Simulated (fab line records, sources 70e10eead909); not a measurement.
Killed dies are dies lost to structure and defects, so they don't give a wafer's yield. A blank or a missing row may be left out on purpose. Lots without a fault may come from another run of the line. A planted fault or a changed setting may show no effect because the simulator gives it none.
Which tool did it? | flow nand_harc | 13 lots, 39 wafers sampled, at 5 steps of a route of 1159

WHAT THE GAUGES READ, wafer by wafer
NHARC_END_SORT_01.
lot  | measured     | on        | killed_at_array | killed_at_other | killed_at_periphery | killed_dies | killed_open | killed_short
L941 | day 19 21:07 | prober-01 | 24 26 17        | 0 0 0           | 5 3 1               | 29 29 18    | 6 2 2       | 4 1 1
L953 | day 24 01:56 | prober-01 | 35 23 29        | 1 1 1           | 641 653 647         | 677 677 677 | 5 2 4       | 0 0 1
L952 | day 24 09:44 | prober-01 | 26 16 22        | 0 0 1           | 651 661 654         | 677 677 677 | 4 2 1       | 0 3 1

WHICH TOOL RAN EACH LOT (tool, then ch and the chambers of the sampled wafers, then the start)
lot  | NHARC_P_GATE_ETCH_114                         | NHARC_P_GATE_IMPLANT_62         | NHARC_P_GATE_STRIP_76                | NHARC_P_GATE_STRIP_95
L938 | rie_diel-05 ch 0,2,3, day 5 13:30 or earlier  | implanter-01 ch 0, day 5 13:30  | plasma_asher-02 ch 0,1, day 5 14:00  | plasma_asher-02 ch 0,1, day 5 17:50
L940 | rie_diel-02 ch 0,1,3, day 6 00:13 or earlier  | implanter-02 ch 0, day 6 00:13  | plasma_asher-02 ch 0,1, day 6 00:43  | plasma_asher-01 ch 0,1, day 6 02:45
L941 | rie_diel-02 ch 0,2,3, day 6 00:28 or earlier  | implanter-02 ch 0, day 6 00:28  | plasma_asher-01 ch 0,1, day 6 00:55  | plasma_asher-02 ch 0,1, day 6 03:06
L942 | rie_diel-08 ch 0,1,3, day 6 15:17 or earlier  | implanter-01 ch 0, day 6 15:17  | plasma_asher-01 ch 0,1, day 6 15:46  | plasma_asher-01 ch 0, day 6 17:57
L943 | rie_diel-05 ch 0,2,3, day 7 02:29 or earlier  | implanter-02 ch 0, day 7 02:29  | plasma_asher-01 ch 0,1, day 7 02:58  | plasma_asher-02 ch 0,1, day 7 05:07
L947 | rie_diel-05 ch 1,2, day 7 18:47 or earlier    | implanter-01 ch 0, day 7 18:47  | plasma_asher-02 ch 0,1, day 7 19:11  | plasma_asher-01 ch 0,1, day 7 21:15
L951 | rie_diel-02 ch 0,2,3, day 8 17:16 or earlier  | implanter-02, day 8 17:16       | plasma_asher-01 ch 0,1, day 8 17:45  | plasma_asher-01 ch 0,1, day 8 19:53
L953 | rie_diel-02 ch 2,3, day 9 07:41 or earlier    | implanter-02, day 9 07:41       | plasma_asher-01 ch 0,1, day 9 08:11  | plasma_asher-01 ch 0, day 9 10:13
L952 | rie_diel-08 ch 0,2,3, day 9 08:02 or earlier  | implanter-01, day 9 08:02       | plasma_asher-02 ch 0,1, day 9 08:32  | plasma_asher-02 ch 0,1, day 9 10:44
L955 | rie_diel-08 ch 0,1,3, day 9 19:21 or earlier  | implanter-02 ch 0, day 9 19:21  | plasma_asher-01 ch 0,1, day 9 19:50  | plasma_asher-01 ch 0,1, day 9 22:01
L956 | rie_diel-05 ch 2,3, day 10 02:25 or earlier   | implanter-02 ch 0, day 10 02:25 | plasma_asher-02 ch 0,1, day 10 02:54 | plasma_asher-02 ch 1, day 10 04:59
L957 | rie_diel-02 ch 0,1, day 10 09:52 or earlier   | implanter-02 ch 0, day 10 09:52 | plasma_asher-02 ch 0, day 10 10:19   | plasma_asher-01 ch 0,1, day 10 12:29
L960 | rie_diel-02 ch 0,2,3, day 11 02:39 or earlier | implanter-02 ch 0, day 11 02:39 | plasma_asher-01 ch 0,1, day 11 03:06 | plasma_asher-02 ch 0,1, day 11 05:15
- NHARC_P_GATE_ETCH_114: etches the open film in CF4/O2, target depth 30 nm, overetch 3 nm, time 16.5 s.
- NHARC_P_GATE_IMPLANT_62
- NHARC_P_GATE_STRIP_76: strips in O2.
- NHARC_P_GATE_STRIP_95: strips in O2.

WHAT THE TOOLS THEMSELVES READ (means of the sampled wafers that have a number; where no wafer has one, the mark that the record gives instead)
NHARC_P_GATE_ETCH_114.
lot  | tool        | drypump_motor_current_A (A) | oes_product_au (a.u.) | rf_vpp_V (V) | showerhead_plenum_p_Torr (Torr) | throttle_valve_pct (%)
L938 | rie_diel-05 | 5.9                         | 0.986                 | 199.3        | 1.35                            | 13.393
L940 | rie_diel-02 | 5.7                         | 1.011                 | 198.4        | 1.36                            | 13.397
L941 | rie_diel-02 | 5.7                         | 1.009                 | 198.3        | 1.33                            | 13.395
L942 | rie_diel-08 | 5.5                         | 0.989                 | 197.7        | 1.32                            | 13.397
L943 | rie_diel-05 | 5.9                         | 0.996                 | 198.5        | 1.35                            | 13.393
L947 | rie_diel-05 | 5.9                         | 1.008                 | 196.9        | 1.31                            | 13.391
L951 | rie_diel-02 | 5.7                         | 1.012                 | 197.7        | 1.33                            | 13.395
L953 | rie_diel-02 | 6.1                         | 1.013                 | 197.5        | 1.32                            | 13.395
L952 | rie_diel-08 | 5.8                         | 0.987                 | 197.6        | 1.34                            | 13.396
L955 | rie_diel-08 | 5.5                         | 0.992                 | 197.3        | 1.32                            | 13.394
L956 | rie_diel-05 | 6.0                         | 1.007                 | 197.9        | 1.33                            | 13.401
L957 | rie_diel-02 | 5.4                         | 0.991                 | 197.9        | 1.36                            | 13.401
L960 | rie_diel-02 | 5.7                         | 1.007                 | 197.0        | 1.32                            | 13.391

NHARC_P_GATE_IMPLANT_62.
lot  | tool         | beam_energy_keV | beam_on_s (s) | tilt_deg (degrees)
L938 | implanter-01 | 19.999          | 31.3          | 6.993
L940 | implanter-02 | 20.010          | 28.5          | 6.988
L941 | implanter-02 | 20.002          | 28.6          | 7.032
L942 | implanter-01 | 19.999          | 31.3          | 7.009
L943 | implanter-02 | 19.997          | 28.7          | 7.002
L947 | implanter-01 | 20.002          | 31.3          | 6.982
L951 | implanter-02 | -               | -             | -
L953 | implanter-02 | -               | -             | -
L952 | implanter-01 | -               | -             | -
L955 | implanter-02 | 19.990          | 28.2          | 6.996
L956 | implanter-02 | 20.003          | 28.6          | 6.999
L957 | implanter-02 | 19.997          | 28.6          | 7.010
L960 | implanter-02 | 20.001          | 28.3          | 6.989

NHARC_P_GATE_STRIP_76.
lot  | tool            | drypump_motor_current_A (A) | heater_power_w (W) | rf_refl_power_W (W)
L938 | plasma_asher-02 | 6.0                         | 294                | 19.6
L940 | plasma_asher-02 | 5.6                         | 295                | 20.0
L941 | plasma_asher-01 | 5.6                         | 304                | 16.2
L942 | plasma_asher-01 | 5.6                         | 306                | 16.3
L943 | plasma_asher-01 | 5.6                         | 303                | 16.2
L947 | plasma_asher-02 | 6.0                         | 299                | 19.7
L951 | plasma_asher-01 | 5.6                         | 304                | 16.0
L953 | plasma_asher-01 | 5.8                         | 305                | 15.9
L952 | plasma_asher-02 | 5.6                         | 300                | 19.6
L955 | plasma_asher-01 | 5.8                         | 301                | 16.5
L956 | plasma_asher-02 | 5.6                         | 294                | 18.9
L957 | plasma_asher-02 | 6.3                         | 305                | 20.3
L960 | plasma_asher-01 | 5.6                         | 307                | 16.3

NHARC_P_GATE_STRIP_95.
lot  | tool            | drypump_motor_current_A (A) | heater_power_w (W) | rf_refl_power_W (W)
L938 | plasma_asher-02 | 6.0                         | 302                | 20.4
L940 | plasma_asher-01 | 5.6                         | 304                | 16.0
L941 | plasma_asher-02 | 6.0                         | 298                | 20.2
L942 | plasma_asher-01 | 5.9                         | 302                | 15.9
L943 | plasma_asher-02 | 5.6                         | 296                | 19.6
L947 | plasma_asher-01 | 5.8                         | 303                | 16.0
L951 | plasma_asher-01 | 5.6                         | 304                | 16.0
L953 | plasma_asher-01 | 5.9                         | 307                | 16.0
L952 | plasma_asher-02 | 6.0                         | 302                | 19.9
L955 | plasma_asher-01 | 5.8                         | 300                | 16.3
L956 | plasma_asher-02 | 5.3                         | 291                | 19.1
L957 | plasma_asher-01 | 5.6                         | 304                | 16.2
L960 | plasma_asher-02 | 6.0                         | 301                | 19.8

THE ANSWER, worked out from the rows above alone
Rule: what is usual is taken from the lots themselves. Put in order of their means at a reading, lots are off if they are a third of the lots or fewer, leave a main group of 4 or more, and stand apart from it by a gap of 3 or more times the standard deviation of the main group's means; of several such gaps the widest counts. A main group whose means are all the same, to the digits that the tables above print for the reading, isn't used. A lot without any number at a reading at which 4 lots or more have one is off too. The other lots that the step has rows for count as sound. The gauges are gone through in route order, then the tools' own readings, and for those a lot's mean is taken as printed above. The first step at which some lot is off is used, and at that step the reading that is off furthest; a lot without a number counts as furthest.
Off: L951, L953, L952, at NHARC_P_GATE_IMPLANT_62 (beam_energy_keV). Without a number there: L951, L953, L952. The main group: mean 20.000, standard deviation 0.0049.
A tool fits if, at that step or a process step before it, it ran every lot that is off, and no sound lot after the first of them. NHARC_P_GATE_ETCH_114 gives no start for some lots, so the hours and the order of its lots are those of NHARC_P_GATE_IMPLANT_62. None of those tried fits.

WHAT THE SIMULATOR HAD PUT IN
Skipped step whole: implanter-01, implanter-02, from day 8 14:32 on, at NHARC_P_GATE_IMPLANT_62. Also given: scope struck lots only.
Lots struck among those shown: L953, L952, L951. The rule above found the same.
